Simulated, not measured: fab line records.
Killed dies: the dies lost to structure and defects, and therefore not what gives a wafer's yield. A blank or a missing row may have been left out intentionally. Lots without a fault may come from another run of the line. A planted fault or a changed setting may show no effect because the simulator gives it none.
fab line records -- flow n5Finfet
[record] lots = 7, wafers = 21, lastDay = 17
route steps=1938 shown BEOL_M2@861
lots with no fault: from the same line, run without faults
startH: start of the lot's first displayed wafer, in hours after the record's first day -- waitH: hours since the lot's step before -- " same as the row above -- L1.1+2: a row that stands for several wafers -- - no value, or no start given -- * or withheld: withheld -- < > ~ a bound
route shown NAME@n: a module of which the file shows steps, and the number in the route of the first -- usual: mean and standard deviation over wafers with no fault -- same: alike in all rows -- chamber/n: place in a boat -- sites: readings site by site -- _std_site: the standard deviation of these -- _edge_site: inner sites' mean taken away from outer sites' mean -- radiusMm: for every site, how far away it sits from the centre of the wafer -- mask NAME#n: copy n -- behind: tool/chamber where the wafer was last shaped -- hold: reason for holding the lot/hours on hold/outcome of the hold -- device: the n, p or np transistor that did not switch -- end of line: the tests these same wafers got at the end of their route -- for a step that has no rows: nothing shown but its recipe -- killed: at the first sort, the dies lost to defects and structure; wafer yield is something else -- map: shows each die of a wafer: x if killed, . if not, _ if none is there
set.NAME: the run value of the setting; set.NAME@STEP: its run value at that earlier step -- model.NAME: the simulator's own value behind a step, which no gauge read
lots at selected steps of the route; one table per step, one row per wafer
services: from which hour (startH, from the record's first day; less than 0 if before it) a tool's chamber was out of use, for how many hours, and why
[[steps]]
[step N5_BEOL_M2_STRIP_65]
[recipe] chemistry = N2/H2, tempC = 40, n2FlowSccm = 200, h2FlowSccm = 200, rfFrequencyHz = 6e+07
[step N5_BEOL_M2_STRIP_75]
[recipe] chemistry = N2/H2, tempC = 40, n2FlowSccm = 200, h2FlowSccm = 200, rfFrequencyHz = 6e+07
[step N5_BEOL_M2_STRIP_66]
[recipe] chemistry = CF4, resist = SiARC, powerW = 300, biasPowerW = 75, pressureMtorr = 50, cf4FlowSccm = 150, rfFrequencyHz = 6e+07
[usual] drypumpMotorCurrentA = 5.7/0.47, oesProductAu = 0.76/0.084, rfFwdPowerW = 292.6/0.77, rfVppV = 272.0/1.1, showerheadPlenumPTorr = 1.83/0.036, throttleValvePct = 13.51/0.15
lot.wafer,tool,chamber,startH,waitH,drypumpMotorCurrentA,oesProductAu,rfFwdPowerW,rfHoursCounterH,rfVppV,showerheadPlenumPTorr,throttleValvePct
L579.2,rieDiel-01,3,163.95,0.0,6.3,0.72,293.6,203,272.2,1.86,13.76
L579.3,rieDiel-01,0,163.95,0.0,6.4,0.74,291.8,177,272.4,1.86,13.49
L579.6,rieDiel-01,1,163.95,0.0,5.7,0.76,293.2,-,272.9,1.87,13.43
L582.2,rieDiel-01,1,188.15,0.0,5.7,0.77,293.2,113,272.2,1.87,13.47
L582.3,rieDiel-01,2,188.15,0.0,5.2,0.95,293.1,4,272.2,1.82,13.46
L582.6,rieDiel-01,2,188.15,0.0,5.2,0.94,292.5,-,273.0,1.82,13.47
L583.2,rieDiel-03,2,196.50,0.0,5.3,0.68,292.2,231,271.5,1.83,13.47
L583.5,rieDiel-03,1,196.50,0.0,5.3,0.85,292.5,-,272.3,1.82,13.46
L583.6,rieDiel-03,0,196.50,0.0,5.9,0.87,292.8,-,272.2,1.90,13.39
L584.2,rieDiel-03,0,203.32,0.0,5.9,0.86,292.6,39,272.9,1.90,13.42
L584.4,rieDiel-03,3,203.32,0.0,5.3,0.70,292.7,206,271.9,1.83,13.59
L584.5,rieDiel-03,2,203.32,0.0,5.3,0.68,292.5,-,271.7,1.83,13.47
L588.1,rieDiel-03,1,217.73,0.0,5.4,0.84,291.9,52,271.8,1.82,13.49
L588.5,rieDiel-03,2,217.73,0.0,5.3,0.67,292.8,-,271.8,1.83,13.47
L588.6,rieDiel-03,3,217.73,0.0,5.2,0.69,293.4,-,272.2,1.83,13.60
L589.1,rieDiel-05,1,224.01,0.0,5.1,0.74,293.3,156,271.1,1.79,13.32
L589.5,rieDiel-05,0,224.01,0.0,6.4,0.70,291.6,-,272.0,1.83,13.44
L589.6,rieDiel-05,2,224.01,0.0,5.9,0.95,292.9,-,274.1,1.85,13.39
L594.3,rieDiel-05,3,274.05,0.0,5.7,0.91,292.0,16,272.1,1.75,13.41
L594.5,rieDiel-05,0,274.05,0.0,6.4,0.69,293.2,-,272.7,1.83,13.48
L594.6,rieDiel-05,1,274.05,0.0,5.1,0.73,293.1,-,271.0,1.79,13.36
[step N5_BEOL_M2_HM_OPEN_17]
[recipe] chemistry = Cl2/BCl3, targetDepthA = 200, overetchA = 60, target = TiN, maskMaterial = SOC, ionEnergyEv = 150, pressureMtorr = 10, icpW = 1000, biasW = 126, Cl2_flow_sccm = 53.25, bcl3FlowSccm = 21.75, Ar_flow_sccm = 25
[usual] drypumpMotorCurrentA = 6.0/0.42, oesProductAu = 0.63/0.062, rfFwdPowerW = 992/3.4, throttleValvePct = 22.3/0.32
lot.wafer,tool,chamber,startH,waitH,drypumpMotorCurrentA,oesProductAu,rfFwdPowerW,rfHoursCounterH,throttleValvePct
L579.2,rieMetal-03,0,163.99,0.0,6.6,0.61,991,63,22.5
L579.3,rieMetal-03,1,163.99,0.0,5.5,0.70,994,-,22.1
L579.6,rieMetal-03,1,163.99,0.0,5.5,0.69,986,-,22.1
L582.2,rieMetal-01,0,188.22,0.1,5.8,0.55,993,-,22.7
L582.3,rieMetal-01,0,188.22,0.1,5.8,0.55,991,-,22.7
L582.6,rieMetal-01,0,188.22,0.1,5.8,0.55,990,-,22.8
L583.2,rieMetal-01,1,196.54,0.0,6.1,0.60,987,78,22.4
L583.5,rieMetal-01,0,196.54,0.0,5.8,0.55,992,-,22.7
L583.6,rieMetal-01,1,196.54,0.0,6.1,0.60,991,-,22.4
L584.2,rieMetal-02,1,203.36,0.0,5.7,0.73,988,17,22.0
L584.4,rieMetal-02,1,203.36,0.0,5.7,0.74,997,-,22.0
L584.5,rieMetal-02,0,203.36,0.0,6.5,0.61,1000,-,21.8
L588.1,rieMetal-03,1,217.77,0.0,5.5,0.69,987,33,22.1
L588.5,rieMetal-03,0,217.77,0.0,6.6,0.61,994,-,22.5
L588.6,rieMetal-03,1,217.77,0.0,5.4,0.69,993,-,22.1
L589.1,rieMetal-01,1,224.05,0.0,6.0,0.59,990,81,22.5
L589.5,rieMetal-01,0,224.05,0.0,5.8,0.54,997,-,22.8
L589.6,rieMetal-01,1,224.05,0.0,6.0,0.59,990,-,22.4
L594.3,rieMetal-03,0,274.13,0.1,6.6,0.60,990,-,22.5
L594.5,rieMetal-03,0,274.13,0.1,6.6,0.58,991,-,22.5
L594.6,rieMetal-03,1,274.13,0.1,5.4,0.68,993,-,22.1
[step N5_BEOL_M2_STRIP_19]
[recipe] chemistry = O2, powerW = 400, tempC = 40, pressureMtorr = 30, rfFrequencyHz = 6e+07, biasPowerW = 0, overashFraction = 0.2, o2FlowSccm = 225
[usual] drypumpMotorCurrentA = 5.8/0.48, oesProductAu = 0.77/0.087, rfVppV = 3.7/0.46, showerheadPlenumPTorr = 2.15/0.041, throttleValvePct = 16.62/0.15
lot.wafer,tool,chamber,startH,waitH,drypumpMotorCurrentA,oesProductAu,rfHoursCounterH,rfVppV,showerheadPlenumPTorr,throttleValvePct
L579.2,rieDiel-01,3,164.10,0.1,6.3,0.74,204,3.4,2.14,16.60
L579.3,rieDiel-01,0,164.10,0.1,6.3,0.75,177,3.5,2.18,16.59
L579.6,rieDiel-01,3,164.10,0.1,6.3,0.73,-,4.0,2.14,16.59
L582.2,rieDiel-05,0,188.39,0.1,6.4,0.71,204,3.8,2.15,16.44
L582.3,rieDiel-05,2,188.39,0.1,5.9,0.68,245,3.9,2.13,16.84
L582.6,rieDiel-05,2,188.39,0.1,5.9,0.69,-,3.6,2.13,16.84
L583.2,rieDiel-01,3,196.68,0.1,6.3,0.72,218,4.3,2.14,16.64
L583.5,rieDiel-01,3,196.68,0.1,6.3,0.72,-,3.1,2.14,16.63
L583.6,rieDiel-01,0,196.68,0.1,6.4,0.74,-,3.7,2.18,16.63
L584.2,rieDiel-01,3,203.51,0.1,6.3,0.73,220,3.8,2.14,16.63
L584.4,rieDiel-01,2,203.51,0.1,5.3,0.95,10,3.1,2.16,16.75
L584.5,rieDiel-01,3,203.51,0.1,6.3,0.72,-,3.2,2.14,16.64
L588.1,rieDiel-01,1,217.91,0.1,5.7,0.76,124,4.4,2.20,16.62
L588.5,rieDiel-01,3,217.91,0.1,6.3,0.71,-,3.6,2.13,16.65
L588.6,rieDiel-01,2,217.91,0.1,5.2,0.93,-,2.6,2.15,16.79
L589.1,rieDiel-01,1,224.16,0.1,5.7,0.76,127,3.5,2.20,16.64
L589.5,rieDiel-01,3,224.16,0.1,6.3,0.71,-,4.2,2.13,16.64
L589.6,rieDiel-01,2,224.16,0.1,5.2,0.92,-,3.7,2.15,16.75
L594.3,rieDiel-05,0,274.22,0.1,6.4,0.69,237,3.4,2.14,16.50
L594.5,rieDiel-05,0,274.22,0.1,6.4,0.70,-,3.8,2.14,16.50
L594.6,rieDiel-05,3,274.22,0.1,5.7,0.93,-,3.6,2.06,16.63
[step N5_BEOL_M2_CD_MEAS_18]
[recipe] pitchNm = 36, targetCdNm = 18
[usual] cdNm = 18.1/0.36
lot.wafer,tool,chamber,startH,waitH,cdNm
L579.2,cdSem-01,-,164.17,0.1,17.4
L579.3,cdSem-01,-,164.17,0.1,18.1
L579.6,cdSem-01,-,164.17,0.1,18.1
L582.2,cdSem-02,-,188.46,0.1,17.9
L582.3,cdSem-02,-,188.46,0.1,17.7
L582.6,cdSem-02,-,188.46,0.1,17.9
L583.2,cdSem-01,-,196.75,0.1,17.8
L583.5,cdSem-01,-,196.75,0.1,18.3
L583.6,cdSem-01,-,196.75,0.1,18.4
L584.2,cdSem-01,-,203.59,0.1,18.4
L584.4,cdSem-01,-,203.59,0.1,17.6
L584.5,cdSem-01,-,203.59,0.1,17.9
L588.1,cdSem-01,-,217.98,0.0,17.8
L588.5,cdSem-01,-,217.98,0.0,17.7
L588.6,cdSem-01,-,217.98,0.0,18.0
L589.1,cdSem-02,-,224.23,0.0,18.2
L589.5,cdSem-02,-,224.23,0.0,17.6
L589.6,cdSem-02,-,224.23,0.0,18.0
L594.3,cdSem-02,-,274.29,0.1,18.7
L594.5,cdSem-02,-,274.29,0.1,18.1
L594.6,cdSem-02,-,274.29,0.1,18.6
[step N5_BEOL_M2_COAT_67]
[recipe] resist = SOC, tempC = 250, timeS = 60, spinRpm = 1500, resistThkNm = 60
[step N5_BEOL_M2_COAT_68]
[recipe] resist = SiARC, tempC = 220, timeS = 60, spinRpm = 1500, resistThkNm = 12
[step N5_BEOL_M2_COAT_76]
[recipe] resist = underlayer, tempC = 205, timeS = 60, spinRpm = 1500, resistThkNm = 5
[step N5_BEOL_M2_COAT_22]
[recipe] resist = CAR-EUV, spinRpm = 1500, resistThkNm = 30
[step N5_BEOL_M2_EBR_24]
[recipe] solvent = PGMEA, ebrWidthMm = 1.5
[step N5_BEOL_M2_SOFTBAKE_23]
[recipe] tempC = 110, timeS = 60, resist = CAR-EUV
[step N5_BEOL_M2_EXPOSE_25]
[recipe] maskId = V1, na = 0.33, sourceShape = quasar, sigmaInner = 0.2, sigmaOuter = 0.8, polarization = unpolarized, defocusNm = 5, doseMj = 63
[usual] dipoleOpeningDeg = 30/0, exposureDoseMJCm2 = 62.97/0.058
lot.wafer,tool,chamber,startH,waitH,mask,dipoleOpeningDeg,exposureDoseMJCm2
L579.2,euvScanner-02,0,164.48,-,V1#0,30,62.97
L579.3,euvScanner-02,0,164.48,-,V1#0,30,62.92
L579.6,euvScanner-02,0,164.48,-,V1#0,30,62.94
L582.2,euvScanner-01,-,188.77,-,V1#0,-,-
L582.3,euvScanner-01,-,188.77,-,V1#0,-,-
L582.6,euvScanner-01,-,188.77,-,V1#0,-,-
L583.2,euvScanner-01,-,196.93,-,V1#0,-,-
L583.5,euvScanner-01,-,196.93,-,V1#0,-,-
L583.6,euvScanner-01,-,196.93,-,V1#0,-,-
L584.2,euvScanner-01,-,203.77,-,V1#0,-,-
L584.4,euvScanner-01,-,203.77,-,V1#0,-,-
L584.5,euvScanner-01,-,203.77,-,V1#0,-,-
L588.1,euvScanner-01,0,218.16,-,V1#0,30,62.93
L588.5,euvScanner-01,0,218.16,-,V1#0,30,62.97
L588.6,euvScanner-01,0,218.16,-,V1#0,30,63.00
L589.1,euvScanner-02,0,224.40,-,V1#0,30,62.90
L589.5,euvScanner-02,0,224.40,-,V1#0,30,63.00
L589.6,euvScanner-02,0,224.40,-,V1#0,30,62.89
L594.3,euvScanner-01,0,274.48,-,V1#0,30,62.93
L594.5,euvScanner-01,0,274.48,-,V1#0,30,63.01
L594.6,euvScanner-01,0,274.48,-,V1#0,30,62.97
[step N5_BEOL_M2_PEB_26]
[recipe] pebTempC = 100, pebTimeS = 60, resist = CAR-EUV
[[services]]
tool,chamber,startH,hours,kind
euvScanner-02,-,144.30,1.0,pm
euvScanner-01,-,145.31,4.6,pm
euvScanner-01,-,152.92,0.8,repair
rieDiel-01,2,153.55,-,clean
rieDiel-01,2,153.55,-,consumableReplace:esc
rieDiel-01,2,153.55,-,consumableReplace:focusRing
rieDiel-01,2,153.55,23.5,scheduledDown
rieDiel-01,2,153.55,23.5,ventCycle
rieDiel-05,-,156.32,4.3,pm
rieDiel-01,1,182.08,1.6,repair
rieMetal-01,1,182.26,8.9,repair
euvScanner-02,-,185.18,6.2,pm
euvScanner-02,-,200.45,1.0,pm
rieDiel-05,2,202.05,-,clean
rieDiel-05,2,202.05,-,consumableReplace:focusRing
rieDiel-05,2,202.05,14.4,scheduledDown
rieDiel-05,2,202.05,14.4,ventCycle
euvScanner-01,0,206.79,-,calibration
rieDiel-05,-,228.13,0.4,repair
rieDiel-01,3,235.05,61.9,repair
euvScanner-02,-,256.60,1.0,pm
euvScanner-01,-,258.48,1.0,pm
euvScanner-02,-,271.19,5.8,pm
rieDiel-05,2,271.67,4.7,repair
[[key]]
[firstSign] step = N5_BEOL_M2_EXPOSE_25, reading = toolRecord, direction = missing
effect none on later readings
metAt N5_BEOL_M2_EXPOSE_25
struckWafers L582.2,L582.3,L582.6,L583.2,L583.5,L583.6,L584.2,L584.4,L584.5
rowsEnd L582.2,L582.3,L582.6
laterRowsLeftOut L583.2,L583.5,L583.6,L584.2,L584.4,L584.5
sortLeftOut L583.2,L583.5,L583.6,L584.2,L584.4,L584.5
[fault] kind = skippedStepWhole, tool = euvScanner-01, chamber = -, onsetH = 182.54, steps = N5_BEOL_M2_EXPOSE_25, scope = struckLotsOnly
// sortLeftOut: the simulated sort isn't trusted on such a fault, so these wafers' sort isn't shown, and their yield isn't known
// laterRowsLeftOut: the simulator's readings of these wafers behind a module that went badly wrong aren't trusted and aren't shown, but for the sort
// rowsEnd: these wafers met a further fault down the route, and their rows from its step on are left out
